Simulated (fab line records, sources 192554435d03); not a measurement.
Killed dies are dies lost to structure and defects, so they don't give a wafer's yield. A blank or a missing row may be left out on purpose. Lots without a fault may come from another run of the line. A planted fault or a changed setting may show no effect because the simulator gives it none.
Which tool did it? | flow n5_finfet | 14 lots, 42 wafers sampled, at 6 steps of a route of 1938

WHAT THE GAUGES READ, wafer by wafer
N5_BEOL_M9_CD_MEAS_18: pitch 140 nm, target cd 70 nm. Usual: cd_nm 69.9 nm, standard deviation 0.53.
lot  | measured     | on        | cd_nm (nm)     | flag
L679 | day 11 18:48 | cd_sem-03 | 70.1 70.4 69.7 |
L682 | day 12 12:19 | cd_sem-01 | 70.8 70.7 71.2 |
L683 | day 12 21:28 | cd_sem-01 | 69.6 69.1 70.0 |
L685 | day 12 21:34 | cd_sem-01 | 69.8 69.5 69.8 |
L684 | day 13 00:34 | cd_sem-01 | 69.4 70.2 69.6 |
L686 | day 13 05:11 | cd_sem-02 | 70.8 69.9 70.1 |
L688 | day 13 12:20 | cd_sem-01 | 70.0 68.7 69.9 |
L691 | day 14 00:55 | cd_sem-01 | 69.6 70.8 70.5 |
L689 | day 14 07:47 | cd_sem-01 | 70.1 70.3 69.7 |
L692 | day 14 11:05 | cd_sem-02 | - - -          | OFF
L694 | day 14 14:51 | cd_sem-01 | - - -          | OFF
L693 | day 14 19:22 | cd_sem-01 | 69.8 69.9 70.7 |
L701 | day 16 01:51 | cd_sem-03 | 70.3 69.8 69.8 |
L702 | day 17 23:05 | cd_sem-03 | 69.9 69.4 70.1 |

WHICH TOOL RAN EACH LOT (tool, then ch and the chambers of the sampled wafers, then the start)
lot  | N5_BEOL_M8_PRE_CLEAN_45      | N5_BEOL_M8_ALD_77                   | N5_BEOL_M8_CMP_52             | N5_BEOL_M9_HM_DEP_02         | N5_BEOL_M9_HM_OPEN_17
L679 | pvd_sputter-01, day 11 12:52 | ald_metal-02 ch 2,3, day 11 13:09   | cmp-02 ch 1,3, day 11 15:06   | pvd_sputter-01, day 11 17:26 | rie_metal-02 ch 0,1, day 11 18:34
L682 | pvd_sputter-03, day 12 07:20 | ald_metal-02 ch 0,1,3, day 12 07:28 | cmp-01 ch 0,1,3, day 12 09:04 | pvd_sputter-02, day 12 11:16 | rie_metal-03 ch 0,1, day 12 12:08
L683 | pvd_sputter-02, day 12 15:56 | ald_metal-04 ch 0,2,3, day 12 16:00 | cmp-02 ch 1,2,3, day 12 17:37 | pvd_sputter-03, day 12 20:04 | rie_metal-01 ch 0,1, day 12 21:08
L685 | pvd_sputter-01, day 12 16:05 | ald_metal-02 ch 0,2,3, day 12 16:10 | cmp-04 ch 2,3, day 12 17:49   | pvd_sputter-03, day 12 20:10 | rie_metal-02 ch 0,1, day 12 21:23
L684 | pvd_sputter-03, day 12 19:32 | ald_metal-01 ch 2,3, day 12 19:38   | cmp-04 ch 1,2,3, day 12 20:42 | pvd_sputter-01, day 12 23:26 | rie_metal-02 ch 0,1, day 13 00:18
L686 | pvd_sputter-01, day 13 00:22 | ald_metal-02 ch 0,3, day 13 00:27   | cmp-01 ch 0,1,2, day 13 01:36 | pvd_sputter-02, day 13 04:08 | rie_metal-01 ch 0,1, day 13 05:02
L688 | pvd_sputter-01, day 13 05:59 | ald_metal-02 ch 0,2,3, day 13 06:11 | cmp-01 ch 1,2,3, day 13 09:38 | pvd_sputter-03, day 13 11:17 | rie_metal-01 ch 0,1, day 13 12:10
L691 | pvd_sputter-02, day 13 19:19 | ald_metal-04 ch 2,3, day 13 19:24   | cmp-04 ch 2,3, day 13 22:11   | pvd_sputter-03, day 13 23:45 | rie_metal-01 ch 0,1, day 14 00:44
L689 | pvd_sputter-03, day 14 02:28 | ald_metal-01 ch 0,2,3, day 14 02:33 | cmp-02 ch 0,2,3, day 14 03:55 | pvd_sputter-02, day 14 06:20 | rie_metal-02 ch 0,1, day 14 07:35
L692 | pvd_sputter-03, day 14 06:39 | ald_metal-02 ch 1,2,3, day 14 06:43 | cmp-04 ch 0,2,3, day 14 07:57 | pvd_sputter-02, day 14 10:10 | rie_metal-02 ch 0,1, day 14 10:56
L694 | pvd_sputter-02, day 14 10:31 | ald_metal-02 ch 0,1,3, day 14 10:35 | cmp-04 ch 0,1,3, day 14 11:48 | pvd_sputter-03, day 14 13:43 | rie_metal-01 ch 0,1, day 14 14:34
L693 | pvd_sputter-02, day 14 14:08 | ald_metal-01 ch 0,1, day 14 14:14   | cmp-01 ch 1,2,3, day 14 16:15 | pvd_sputter-02, day 14 17:40 | rie_metal-02 ch 0,1, day 14 19:02
L701 | pvd_sputter-03, day 15 21:02 | ald_metal-04 ch 0,1,2, day 15 21:06 | cmp-04 ch 2,3, day 15 22:22   | pvd_sputter-03, day 16 00:23 | rie_metal-02 ch 0, day 16 01:36
L702 | pvd_sputter-02, day 17 18:21 | ald_metal-02 ch 0,2,3, day 17 18:32 | cmp-01 ch 0,1,2, day 17 20:13 | pvd_sputter-01, day 17 22:03 | rie_metal-01 ch 0,1, day 17 22:54
- N5_BEOL_M8_PRE_CLEAN_45: time 30 s.
- N5_BEOL_M8_ALD_77: deposits TaN, target thk 2 nm, pulse time 2 s, purge time 3 s.
- N5_BEOL_M8_CMP_52: polishes, stops on SiCOH lowk, t overpolish 6.9 s, target thk 80 nm.
- N5_BEOL_M9_HM_DEP_02: deposits TiN, target thk 20 nm.
- N5_BEOL_M9_HM_OPEN_17: chemistry Cl2/BCl3, target TiN, target depth 20 nm, overetch 6 nm.

WHAT THE TOOLS THEMSELVES READ (means of the sampled wafers that have a number; where no wafer has one, the mark that the record gives instead)
N5_BEOL_M8_PRE_CLEAN_45. Usual: heater_power_w 330 W, standard deviation 44.
lot  | tool           | heater_power_w (W) | flag
L679 | pvd_sputter-01 | 324                |
L682 | pvd_sputter-03 | 323                |
L683 | pvd_sputter-02 | 306                |
L685 | pvd_sputter-01 | 343                |
L684 | pvd_sputter-03 | 311                |
L686 | pvd_sputter-01 | 332                |
L688 | pvd_sputter-01 | 369                |
L691 | pvd_sputter-02 | 320                |
L689 | pvd_sputter-03 | 351                |
L692 | pvd_sputter-03 | 339                |
L694 | pvd_sputter-02 | 297                |
L693 | pvd_sputter-02 | 336                |
L701 | pvd_sputter-03 | 283                |
L702 | pvd_sputter-02 | 281                |

N5_BEOL_M8_ALD_77. Usual: heater_power_w 399 W, standard deviation 34; precursor_vessel_temp_c 75.01 C, standard deviation 0.14.
lot  | tool         | heater_power_w (W) | precursor_vessel_temp_c (C) | flag
L679 | ald_metal-02 | 396                | 75.05                       |
L682 | ald_metal-02 | 399                | 74.96                       |
L683 | ald_metal-04 | 387                | 74.99                       |
L685 | ald_metal-02 | 398                | 75.11                       |
L684 | ald_metal-01 | 386                | 74.97                       |
L686 | ald_metal-02 | 380                | 74.91                       |
L688 | ald_metal-02 | 391                | 74.93                       |
L691 | ald_metal-04 | 359                | 75.13                       |
L689 | ald_metal-01 | 385                | 74.96                       |
L692 | ald_metal-02 | 410                | 74.92                       |
L694 | ald_metal-02 | 392                | 75.04                       |
L693 | ald_metal-01 | 357                | 75.15                       |
L701 | ald_metal-04 | 426                | 75.16                       |
L702 | ald_metal-02 | 397                | 74.98                       |

N5_BEOL_M8_CMP_52. Usual: barrier_field_endpoint_s 28.9 s, standard deviation 0.61; motor_current_A 6.1 A, standard deviation 0.35; overpolish_run_s 6.901 s, standard deviation 0.0085; pad_life_wafers 1178, standard deviation 680; time_to_endpoint_s 63.3 s, standard deviation 2.5.
lot  | tool   | barrier_field_endpoint_s (s) | motor_current_A (A) | overpolish_run_s (s) | pad_life_wafers | time_to_endpoint_s (s) | flag
L679 | cmp-02 | 28.7                         | 5.9                 | 6.897                | 331             | 61.4                   |
L682 | cmp-01 | 28.5                         | 6.3                 | 6.898                | 1136            | 62.8                   |
L683 | cmp-02 | 29.3                         | 5.8                 | 6.906                | 584             | 61.8                   |
L685 | cmp-04 | 28.6                         | 6.0                 | 6.909                | 1633            | 62.1                   |
L684 | cmp-04 | 29.4                         | 6.1                 | 6.900                | 1664            | 66.4                   |
L686 | cmp-01 | 29.7                         | 6.3                 | 6.900                | 1269            | 68.0                   |
L688 | cmp-01 | 28.3                         | 6.2                 | 6.895                | 1335            | 60.9                   |
L691 | cmp-04 | 28.7                         | 6.0                 | 6.907                | 1872            | 63.8                   |
L689 | cmp-02 | 29.0                         | 6.1                 | 6.900                | 854             | 63.7                   |
L692 | cmp-04 | 29.5                         | 5.9                 | 6.897                | 1958            | 67.2                   |
L694 | cmp-04 | 29.2                         | 6.2                 | 6.904                | 2012            | 65.9                   |
L693 | cmp-01 | 29.3                         | 6.1                 | 6.900                | 1503            | 62.8                   |
L701 | cmp-04 | 28.2                         | 6.3                 | 6.906                | 228             | 62.9                   |
L702 | cmp-01 | 28.8                         | 6.5                 | 6.903                | 20              | 61.4                   |

N5_BEOL_M9_HM_DEP_02. Usual: chamber_pressure_pa 0.4999 Pa, standard deviation 0.001; substrate_temp_c 25.00 C, standard deviation 0.1; throttle_valve_pct 29.6 %, standard deviation 1.5.
lot  | tool           | chamber_pressure_pa (Pa) | substrate_temp_c (C) | throttle_valve_pct (%) | flag
L679 | pvd_sputter-01 | 0.4990                   | 24.86                | 29.8                   |
L682 | pvd_sputter-02 | 0.5001                   | 25.08                | 30.6                   |
L683 | pvd_sputter-03 | 0.5000                   | 24.95                | 29.7                   |
L685 | pvd_sputter-03 | 0.5004                   | 24.99                | 29.0                   |
L684 | pvd_sputter-01 | 0.5001                   | 24.95                | 30.2                   |
L686 | pvd_sputter-02 | 0.5004                   | 24.81                | 29.1                   |
L688 | pvd_sputter-03 | 0.5004                   | 25.04                | 29.5                   |
L691 | pvd_sputter-03 | 0.4998                   | 25.06                | 29.6                   |
L689 | pvd_sputter-02 | 0.4990                   | 25.00                | 29.2                   |
L692 | pvd_sputter-02 | -                        | -                    | -                      | OFF
L694 | pvd_sputter-03 | -                        | -                    | -                      | OFF
L693 | pvd_sputter-02 | 0.5002                   | 25.03                | 30.6                   |
L701 | pvd_sputter-03 | 0.5016                   | 25.17                | 30.6                   |
L702 | pvd_sputter-01 | 0.4998                   | 25.14                | 29.5                   |

N5_BEOL_M9_HM_OPEN_17. Usual: drypump_motor_current_A 5.79 A, standard deviation 0.28; oes_product_au 0.67 a.u., standard deviation 0.11; throttle_valve_pct 22.00 %, standard deviation 0.25.
lot  | tool         | drypump_motor_current_A (A) | oes_product_au (a.u.) | throttle_valve_pct (%) | flag
L679 | rie_metal-02 | 5.55                        | 0.66                  | 21.89                  |
L682 | rie_metal-03 | 5.66                        | 0.67                  | 22.32                  |
L683 | rie_metal-01 | 6.08                        | 0.78                  | 21.97                  |
L685 | rie_metal-02 | 5.56                        | 0.66                  | 21.89                  |
L684 | rie_metal-02 | 5.56                        | 0.66                  | 21.89                  |
L686 | rie_metal-01 | 6.07                        | 0.75                  | 21.99                  |
L688 | rie_metal-01 | 6.01                        | 0.67                  | 22.06                  |
L691 | rie_metal-01 | 6.04                        | 0.74                  | 21.98                  |
L689 | rie_metal-02 | 5.44                        | 0.72                  | 22.12                  |
L692 | rie_metal-02 | 5.54                        | 0.28                  | 22.55                  | OFF
L694 | rie_metal-01 | 6.06                        | 0.32                  | 22.63                  | OFF
L693 | rie_metal-02 | 5.45                        | 0.70                  | 22.14                  |
L701 | rie_metal-02 | 5.67                        | 0.57                  | 21.70                  |
L702 | rie_metal-01 | 6.05                        | 0.69                  | 22.00                  |

THE ANSWER, worked out from the rows above alone
Rule: a lot is off if the mean of its wafers that have a number lies more than 3 standard deviations from the usual mean. A lot without any number at a reading at which 4 lots or more have one is off too. The other lots that the step has rows for count as sound. The gauges are gone through in route order, then the tools' own readings, and for those a lot's mean is taken as printed above. The first step at which some lot is off is used, and at that step the reading that is off furthest; a lot without a number counts as furthest.
Off: L692, L694, at N5_BEOL_M9_CD_MEAS_18 (cd_nm). Without a number there: L692, L694.
A tool fits if, at a process step before that reading, it ran every lot that is off, and no sound lot after the first of them. The gauges at N5_BEOL_M9_CD_MEAS_18 aren't tried: what is off there is off at N5_BEOL_M9_HM_DEP_02 too, on other tools, and a gauge's error can't cause that. None of those tried fits.

WHAT THE SIMULATOR HAD PUT IN
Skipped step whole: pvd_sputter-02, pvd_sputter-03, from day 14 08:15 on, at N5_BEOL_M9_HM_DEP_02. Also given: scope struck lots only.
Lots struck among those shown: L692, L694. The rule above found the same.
